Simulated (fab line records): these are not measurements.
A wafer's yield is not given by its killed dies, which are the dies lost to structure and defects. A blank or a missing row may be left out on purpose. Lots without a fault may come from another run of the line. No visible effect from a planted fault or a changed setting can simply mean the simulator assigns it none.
fab line records	flow nand_harc
record lots=12	wafers=36	last_day=24
route steps=1159 shown P_M2@328 P_BONDPAD@352 END@1159
lots with no fault: from the same line, run without faults
start_h: hours from the record's opening day to when the first of the lot's shown wafers began	wait_h: hours from the lot's prior step to this one	" identical to the entry in the row above	L1.1+2: several wafers, shown together as one row	- no value, or no start was given	* or withheld: withheld	< > ~ a bound
route shown NAME@n: names a module that has steps shown in the file, with the first one's number in the route	usual: mean/standard deviation taken from wafers without a fault	same: alike in all rows	chamber/n: place in a boat	sites: per-site readings	_std_site: standard deviation across them	_edge_site: mean of outer sites minus mean of inner sites	radius_mm: how far each site lies from the wafer's centre	mask NAME#n: copy n	behind: the last tool/chamber to shape the wafer	hold: cause of the lot's hold/its duration in hours/its outcome	device: the n, p or np transistor that did not switch	end of line: at the end of the route, the tests of the same wafers	for a step that has no rows: nothing shown but its recipe	killed: not the wafer's yield, but the dies lost to structure and defects at the first sort	map: a wafer's dies, marking killed ones x, the rest . and places with no die _
set.NAME: the setting the step ran with; set.NAME@STEP: the setting that earlier step ran with	model.NAME: the simulator's own value behind a step, which no gauge read
route steps across a sampled set of lots; one table per step, one row per wafer
services: a tool's chamber out of use, with start hour (start_h, from the record's first day; less than 0 if before it), hours out, and reason
## steps
# step NHARC_P_M2_CD_MEAS_09
# recipe target_cd_nm=170	landing_energy_ev=500
# usual cd_nm=169.9/0.65
lot.wafer	tool	chamber	start_h	wait_h	cd_nm
L561.2	cd_sem-01	0	127.39	-	169.2
L561.4	"	0	"	"	169.2
L561.6	"	0	"	"	169.3
L563.4	cd_sem-01	0	130.13	-	170.4
L563.5	"	0	"	"	170.9
L563.6	"	0	"	"	171.1
L562.1	cd_sem-02	0	134.76	-	171.1
L562.2	"	0	"	"	170.4
L562.6	"	0	"	"	170.1
L566.4	cd_sem-01	0	157.98	-	169.8
L566.5	"	0	"	"	170.3
L566.6	"	0	"	"	170.8
L567.4	cd_sem-03	0	158.72	-	169.9
L567.5	"	0	"	"	170.2
L567.6	"	0	"	"	171.1
L576.1	cd_sem-02	0	220.15	-	170.3
L576.4	"	0	"	"	170.3
L576.5	"	0	"	"	169.0
L577.1	cd_sem-02	0	222.19	-	170.4
L577.5	"	0	"	"	169.8
L577.6	"	0	"	"	170.4
L579.1	cd_sem-02	0	235.29	-	169.7
L579.3	"	0	"	"	169.8
L579.5	"	0	"	"	169.0
L580.2	cd_sem-03	0	243.51	-	170.1
L580.3	"	0	"	"	169.8
L580.6	"	0	"	"	169.4
L581.2	cd_sem-01	0	244.59	-	169.5
L581.4	"	0	"	"	168.7
L581.5	"	0	"	"	168.7
L582.1	cd_sem-01	0	250.53	-	169.8
L582.4	"	0	"	"	170.5
L582.5	"	0	"	"	171.1
L584.1	cd_sem-01	0	254.65	-	170.8
L584.2	"	0	"	"	169.9
L584.3	"	0	"	"	169.7
# step NHARC_P_M2_PRE_CLEAN_30
# recipe time_s=30	temp_c=280	gas=H2/He
# usual heater_power_w=432/45
# same time_s=30
lot.wafer	tool	chamber	start_h	wait_h	heater_power_w
L561.4	pvd_sputter-03	-	-	-	451
L561.2	"	-	"	"	472
L561.6	"	-	"	"	451
L563.4	pvd_sputter-01	-	-	-	445
L563.6	"	-	"	"	475
L563.5	"	-	"	"	447
L562.1	pvd_sputter-03	-	-	-	437
L562.2	"	-	"	"	388
L562.6	"	-	"	"	387
L566.4	pvd_sputter-02	-	-	-	377
L566.5	"	-	"	"	435
L566.6	"	-	"	"	382
L567.4	pvd_sputter-03	-	-	-	393
L567.5	"	-	"	"	489
L567.6	"	-	"	"	459
L576.4	pvd_sputter-03	-	-	-	444
L576.1	"	-	"	"	460
L576.5	"	-	"	"	377
L577.1	pvd_sputter-01	-	-	-	435
L577.6	"	-	"	"	371
L577.5	"	-	"	"	368
L579.3	pvd_sputter-02	-	-	-	442
L579.1	"	-	"	"	454
L579.5	"	-	"	"	396
L580.3	pvd_sputter-03	-	-	-	490
L580.2	"	-	"	"	384
L580.6	"	-	"	"	467
L581.4	pvd_sputter-02	-	-	-	429
L581.2	"	-	"	"	398
L581.5	"	-	"	"	433
L582.1	pvd_sputter-03	-	-	-	451
L582.4	"	-	"	"	390
L582.5	"	-	"	"	453
L584.1	pvd_sputter-01	-	-	-	441
L584.3	"	-	"	"	364
L584.2	"	-	"	"	354
# step NHARC_P_BONDPAD_CMP_32
# recipe target_thk_nm=200	material=SiCN
# usual edge_zone_pressure_frac=1.000/0.0053	motor_current_A=11.7/0.93
lot.wafer	tool	chamber	start_h	wait_h	edge_zone_pressure_frac	motor_current_A
L561.2	cmp-03	1	131.27	-	1.004	14.6
L561.4	"	2	"	"	1.004	10.4
L561.6	"	3	"	"	0.995	11.4
L563.4	cmp-04	3	133.87	-	0.996	12.3
L563.6	"	3	"	"	1.006	12.8
L563.5	"	0	"	"	0.997	11.5
L562.1	cmp-03	2	138.60	-	1.006	10.5
L562.2	"	0	"	"	1.001	11.7
L562.6	"	1	"	"	1.000	14.0
L566.4	cmp-02	3	161.75	-	-	-
L566.5	"	2	"	"	-	-
L566.6	"	3	"	"	-	-
L567.4	cmp-02	0	162.51	-	-	-
L567.6	"	3	"	"	-	-
L567.5	"	0	"	"	-	-
L576.1	cmp-02	3	224.13	-	0.995	12.7
L576.4	"	1	"	"	1.006	11.9
L576.5	"	2	"	"	0.997	11.2
L577.1	cmp-02	3	226.16	0.5	1.007	12.6
L577.5	"	0	"	"	0.996	12.0
L577.6	"	1	"	"	0.989	11.8
L579.3	cmp-03	1	239.15	-	1.000	13.9
L579.1	"	0	"	"	1.007	11.7
L579.5	"	2	"	"	1.002	10.9
L580.3	cmp-02	0	248.09	-	1.003	12.3
L580.2	"	3	"	"	0.993	12.2
L580.6	"	1	"	"	1.004	11.8
L581.2	cmp-03	1	248.72	-	0.997	13.6
L581.4	"	3	"	"	1.004	11.7
L581.5	"	2	"	"	1.005	10.7
L582.1	cmp-02	1	254.64	-	0.993	11.3
L582.4	"	2	"	"	1.004	10.9
L582.5	"	3	"	"	0.994	12.6
L584.1	cmp-03	1	258.50	-	0.996	12.9
L584.3	"	2	"	"	1.010	10.4
L584.2	"	3	"	"	0.999	11.4
# step NHARC_P_BONDPAD_THK_MEAS_33
# recipe thk_meas_gauge=ellipsometry
# usual thk_nm=199.4/1.6
lot.wafer	tool	chamber	start_h	wait_h	thk_nm
L561.2	film_metro-01	-	131.47	0.2	197.7
L561.4	"	-	"	"	200.0
L561.6	"	-	"	"	199.5
L563.4	film_metro-02	-	134.12	0.2	202.1
L563.5	"	-	"	"	201.5
L563.6	"	-	"	"	199.6
L562.1	film_metro-01	-	138.83	0.2	200.2
L562.2	"	-	"	"	198.4
L562.6	"	-	"	"	200.5
L566.4	film_metro-02	-	161.98	0.2	248.9
L566.5	"	-	"	"	252.0
L566.6	"	-	"	"	253.0
L567.4	film_metro-02	-	162.74	0.2	247.8
L567.5	"	-	"	"	248.8
L567.6	"	-	"	"	250.7
L576.1	film_metro-02	-	224.36	0.2	199.4
L576.4	"	-	"	"	200.9
L576.5	"	-	"	"	200.8
L577.1	film_metro-02	-	226.34	0.2	197.1
L577.5	"	-	"	"	198.8
L577.6	"	-	"	"	199.1
L579.1	film_metro-02	-	239.40	0.1	200.2
L579.3	"	-	"	"	197.6
L579.5	"	-	"	"	199.9
L580.2	film_metro-02	-	248.33	0.2	199.2
L580.3	"	-	"	"	198.3
L580.6	"	-	"	"	198.9
L581.2	film_metro-02	-	248.98	0.2	199.3
L581.4	"	-	"	"	196.8
L581.5	"	-	"	"	197.0
L582.1	film_metro-02	-	254.84	0.2	199.6
L582.4	"	-	"	"	200.5
L582.5	"	-	"	"	200.0
L584.1	film_metro-02	-	258.72	0.2	200.1
L584.2	"	-	"	"	201.1
L584.3	"	-	"	"	198.5
# step NHARC_P_BONDPAD_CD_MEAS_09
# recipe target_cd_nm=500	landing_energy_ev=500
# usual cd_nm=500.8/1.7
lot.wafer	tool	chamber	start_h	wait_h	cd_nm
L561.2	cd_sem-01	0	132.04	-	498.9
L561.4	"	0	"	"	500.2
L561.6	"	0	"	"	498.3
L563.4	cd_sem-01	0	134.56	-	500.9
L563.5	"	0	"	"	501.1
L563.6	"	0	"	"	502.3
L562.1	cd_sem-01	0	139.40	-	500.5
L562.2	"	0	"	"	501.4
L562.6	"	0	"	"	502.2
L566.4	cd_sem-03	0	162.55	-	500.9
L566.5	"	0	"	"	499.4
L566.6	"	0	"	"	500.5
L567.4	cd_sem-01	0	163.31	-	498.7
L567.5	"	0	"	"	496.8
L567.6	"	0	"	"	502.8
L576.1	cd_sem-03	0	224.93	-	499.6
L576.4	"	0	"	"	500.4
L576.5	"	0	"	"	499.9
L577.1	cd_sem-02	0	226.78	-	500.1
L577.5	"	0	"	"	499.4
L577.6	"	0	"	"	500.8
L579.1	cd_sem-03	0	239.96	-	501.5
L579.3	"	0	"	"	500.7
L579.5	"	0	"	"	500.8
L580.2	cd_sem-02	0	248.92	-	502.8
L580.3	"	0	"	"	503.6
L580.6	"	0	"	"	501.5
L581.2	cd_sem-03	0	249.56	-	502.7
L581.4	"	0	"	"	503.7
L581.5	"	0	"	"	501.5
L582.1	cd_sem-03	0	255.43	-	500.2
L582.4	"	0	"	"	501.1
L582.5	"	0	"	"	501.3
L584.1	cd_sem-03	0	259.32	-	500.2
L584.2	"	0	"	"	501.8
L584.3	"	0	"	"	502.8
# step NHARC_END_SORT_01
# recipe temp_c=25
# usual defect_limited_yield=95.5/1.3	killed_at_array=27/8.8	killed_at_other=0.4/0.82	killed_at_periphery=3.1/2.1	killed_dies=31/8.8	killed_open=3.3/2	killed_short=2.0/1.4	sort_bin_2_pct=1.3/0.56	sort_bin_3_pct=0.25/0.21	sort_bin_4_pct=2.9/0.89	sort_n_pass=646/8.8	sort_rim_yield_pct=95.8/2.7	sort_yield_pct=95.5/1.3
# same gross_dies=677	sort_bin_5_pct[%]=0	sort_bin_6_pct[%]=0	sort_bin_7_pct[%]=0	sort_bin_8_pct[%]=0	sort_rim_n_gross=106.00
lot.wafer	tool	chamber	start_h	wait_h	defect_limited_yield[%]	killed_at_array	killed_at_other	killed_at_periphery	killed_dies	killed_open	killed_short	sort_bin_2_pct[%]	sort_bin_3_pct[%]	sort_bin_4_pct[%]	sort_n_pass	sort_rim_yield_pct[%]	sort_yield_pct[%]
L567.4	prober-02	0	477.97	3.4	0	33	0	644	677	6	1	96.5	0.15	3.4	0	0	0
L567.5	prober-02	0	478.77	3.7	0	25	0	652	677	4	3	96.5	0.15	3.4	0	0	0
L567.6	prober-02	0	479.57	4.0	0	32	0	645	677	6	1	96.5	0	3.5	0	0	0
L566.4	prober-01	0	484.77	3.4	0	7	0	670	677	2	1	98.8	0	1.2	0	0	0
L566.5	prober-01	0	485.57	3.7	0	15	0	662	677	1	0	98.5	0	1.5	0	0	0
L566.6	prober-01	0	486.37	4.0	0	10	0	667	677	1	2	98.8	0.15	1.0	0	0	0
L577.1	prober-01	0	517.07	2.5	94.1	33	1	6	40	5	4	1.9	0.15	3.8	637	93.4	94.1
L577.5	prober-01	0	520.29	3.7	95.0	30	0	4	34	3	1	1.8	0.15	3.1	643	94.3	95.0
L577.6	prober-01	0	521.10	4.0	95.1	26	0	7	33	3	2	1.9	0	3.0	644	96.2	95.1
L576.1	prober-02	0	524.84	2.5	96.0	24	0	3	27	2	3	0.9	0.30	2.8	650	99.1	96.0
L581.2	prober-02	0	562.39	2.8	95.6	27	0	3	30	2	0	1.3	0.15	3.0	647	99.1	95.6
L581.4	prober-02	0	563.96	3.4	95.3	26	1	5	32	5	2	1.2	0.15	3.4	645	97.2	95.3
L581.5	prober-02	0	564.75	3.7	95.1	28	1	4	33	3	1	0.9	0.44	3.5	644	98.1	95.1
L584.1	prober-01	0	571.54	2.5	93.6	38	0	5	43	4	4	1.8	0.44	4.1	634	89.6	93.6
L584.2	prober-01	0	572.33	2.8	93.9	37	0	4	41	2	1	1.2	0.59	4.3	636	90.6	93.9
L584.3	prober-01	0	573.11	3.1	92.9	42	1	5	48	7	2	2.2	0.30	4.6	629	92.5	92.9
# killed by level:class
L567.4 P_BONDPAD:area_cmp=642 A_CHANNEL_HOLE_D1:chamber_film_flake=13 A_CONTACT:chamber_film_flake=5 A_M1:chamber_film_flake=4 A_STAIRCASE:chamber_film_flake=3 A_SOURCE_PLATE:geometric_particle:open=2 P_M2:geometric_particle:open=1 A_STAIRCASE:geometric_particle:open=1
L567.5 P_BONDPAD:area_cmp=646 A_CHANNEL_HOLE_D1:chamber_film_flake=8 A_STAIRCASE:chamber_film_flake=7 A_CONTACT:chamber_film_flake=3 A_CONTACT:geometric_particle:short=2 A_M1:chamber_film_flake=2 P_CONTACT:geometric_particle:open=1 P_M0:geometric_particle:open=1
L567.6 P_BONDPAD:area_cmp=642 A_CHANNEL_HOLE_D1:chamber_film_flake=14 A_STAIRCASE:chamber_film_flake=5 P_ZERO_WELL:chamber_film_flake=3 A_CONTACT:chamber_film_flake=3 A_CONTACT:geometric_particle:open=2 A_BLC:geometric_particle:open=2 A_CHANNEL_FILL_D1:geometric_particle:open=1
L566.4 P_BONDPAD:area_cmp=664 P_ZERO_WELL:chamber_film_flake=5 A_CONTACT:chamber_film_flake=3 A_CHANNEL_HOLE_D1:chamber_film_flake=2 P_STI:geometric_particle:open=1 A_ONON_D1:geometric_particle:open=1 A_WL_FILL:geometric_particle:short=1
L566.5 P_BONDPAD:area_cmp=660 A_STAIRCASE:chamber_film_flake=5 A_M1:chamber_film_flake=4 A_CHANNEL_HOLE_D1:chamber_film_flake=3 A_CONTACT:chamber_film_flake=2 P_GATE:geometric_particle:open=1 P_ZERO_WELL:chamber_film_flake=1 A_WL_FILL:chamber_film_flake=1
L566.6 P_BONDPAD:area_cmp=665 A_CHANNEL_HOLE_D1:chamber_film_flake=3 A_STAIRCASE:chamber_film_flake=3 A_CONTACT:chamber_film_flake=3 P_GATE:geometric_particle:open=1 P_M1:geometric_particle:short=1 A_WL_FILL:geometric_particle:short=1
L577.1 A_SLIT:chamber_film_flake=11 A_CONTACT:chamber_film_flake=10 A_CHANNEL_HOLE_D1:chamber_film_flake=6 P_STI:geometric_particle:open=2 A_CHANNEL_FILL_D1:geometric_particle:short=2 P_GATE:chamber_film_flake=2 P_CONTACT:geometric_particle:short=1 P_M1:geometric_particle:short=1
L577.5 A_SLIT:chamber_film_flake=11 A_CHANNEL_HOLE_D1:chamber_film_flake=6 A_CONTACT:chamber_film_flake=6 A_STAIRCASE:chamber_film_flake=4 P_GATE:chamber_film_flake=2 A_CONTACT:geometric_particle:open=2 P_CONTACT:geometric_particle:open=1 A_WL_FILL:geometric_particle:short=1
L577.6 A_SLIT:chamber_film_flake=10 A_CONTACT:chamber_film_flake=8 P_GATE:chamber_film_flake=5 A_CHANNEL_HOLE_D1:chamber_film_flake=3 A_WL_FILL:geometric_particle:short=2 P_CONTACT:geometric_particle:open=1 A_CHANNEL_HOLE_D1:geometric_particle:open=1 A_SGD_CUT:geometric_particle:open=1
L576.1 A_CHANNEL_HOLE_D1:chamber_film_flake=18 P_M0:geometric_particle:short=1 A_ONON_D1:geometric_particle:short=1 A_CHANNEL_FILL_D1:geometric_particle:open=1 A_CONTACT:geometric_particle:open=1 A_CONTACT:geometric_particle:short=1 P_ZERO_WELL:chamber_film_flake=1 P_GATE:chamber_film_flake=1
L581.2 A_CHANNEL_HOLE_D1:chamber_film_flake=17 A_WL_FILL:chamber_film_flake=4 P_GATE:chamber_film_flake=3 A_STAIRCASE:chamber_film_flake=2 A_CONTACT:chamber_film_flake=2 A_SGD_CUT:geometric_particle:open=1 A_M1:geometric_particle:open=1
L581.4 A_CHANNEL_HOLE_D1:chamber_film_flake=20 P_STI:geometric_particle:short=1 P_GATE:geometric_particle:open=1 P_CONTACT:geometric_particle:open=1 P_M0:geometric_particle:open=1 A_STAIRCASE:geometric_particle:open=1 A_SGD_CUT:geometric_particle:short=1 A_BLC:geometric_particle:open=1
L581.5 A_CHANNEL_HOLE_D1:chamber_film_flake=21 P_GATE:chamber_film_flake=3 A_BLC:geometric_particle:open=2 A_WL_FILL:chamber_film_flake=2 A_CONTACT:geometric_particle:open=1 A_BLC:geometric_particle:short=1 P_STI:chamber_film_flake=1 A_STAIRCASE:chamber_film_flake=1
L584.1 A_SLIT:chamber_film_flake=16 A_CHANNEL_HOLE_D1:chamber_film_flake=5 A_STAIRCASE:chamber_film_flake=5 A_CONTACT:chamber_film_flake=5 P_M1:chamber_film_flake=4 A_CHANNEL_FILL_D1:geometric_particle:short=2 P_M0:geometric_particle:open=1 A_SOURCE_PLATE:geometric_particle:short=1
L584.2 A_SLIT:chamber_film_flake=14 A_CHANNEL_HOLE_D1:chamber_film_flake=7 A_STAIRCASE:chamber_film_flake=7 A_CONTACT:chamber_film_flake=5 P_M1:chamber_film_flake=2 A_BLC:geometric_particle:open=1 A_M0:geometric_particle:short=1 A_M1:geometric_particle:open=1
L584.3 A_SLIT:chamber_film_flake=13 A_CHANNEL_HOLE_D1:chamber_film_flake=10 A_CONTACT:chamber_film_flake=9 P_M1:chamber_film_flake=3 A_STAIRCASE:chamber_film_flake=3 A_CHANNEL_FILL_D1:geometric_particle:open=2 A_CONTACT:geometric_particle:open=2 P_GATE:geometric_particle:open=1
## services
tool	chamber	start_h	hours	kind
cmp-04	-	105.13	4.0	pm
pvd_sputter-01	-	105.21	0.5	repair
cmp-03	-	109.27	0.6	repair
pvd_sputter-01	-	118.62	0.6	repair
cmp-02	-	120.28	1.0	repair
cmp-02	-	128.54	4.0	pm
cmp-02	-	132.54	-	consumable_replace:conditioner
cmp-02	-	132.54	-	consumable_replace:pad
cmp-03	-	156.02	4.0	pm
cmp-02	-	156.95	1.9	repair
pvd_sputter-01	-	158.00	10.0	pm
cmp-03	-	160.02	-	consumable_replace:conditioner
cmp-03	-	160.02	-	consumable_replace:pad
cmp-02	-	163.55	1.6	repair
cmp-03	-	172.69	1.2	repair
pvd_sputter-02	-	188.30	6.9	repair
cmp-04	-	203.25	4.0	pm
pvd_sputter-02	-	215.37	10.0	pm
cmp-03	-	225.62	0.4	repair
cmp-02	-	226.54	4.0	pm
cmp-02	-	230.54	-	consumable_replace:conditioner
cmp-02	-	230.54	-	consumable_replace:pad
cmp-04	-	237.38	0.3	repair
cmp-03	-	254.02	4.0	pm
## key
first_sign step=NHARC_P_BONDPAD_CMP_32	reading=tool_record	direction=missing
effect step=NHARC_P_BONDPAD_THK_MEAS_33	reading=thk_nm	direction=up	sigmas=33	usual=199.4	struck=250.2
effect step=NHARC_END_SORT_01	reading=killed_at_periphery	direction=up	sigmas=99+	usual=3.1	struck=656.7
more_kills_born_at NHARC_P_BONDPAD_CMP_32@cmp-02=3919
met_at NHARC_P_BONDPAD_CMP_32
struck_lots L566,L567
later_rows_left_out L566.4,L566.5,L566.6,L567.4,L567.5,L567.6
not_acting_at NHARC_P_M2_CD_MEAS_09,NHARC_P_M2_PRE_CLEAN_30,NHARC_P_BONDPAD_CD_MEAS_09
fault kind=skipped_step_whole	tool=cmp-02	chamber=-	onset_h=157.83	steps=NHARC_P_BONDPAD_CMP_32	scope=struck_lots_only
# later_rows_left_out: the simulator's readings of these wafers behind a module that went badly wrong aren't trusted and aren't shown, but for the sort
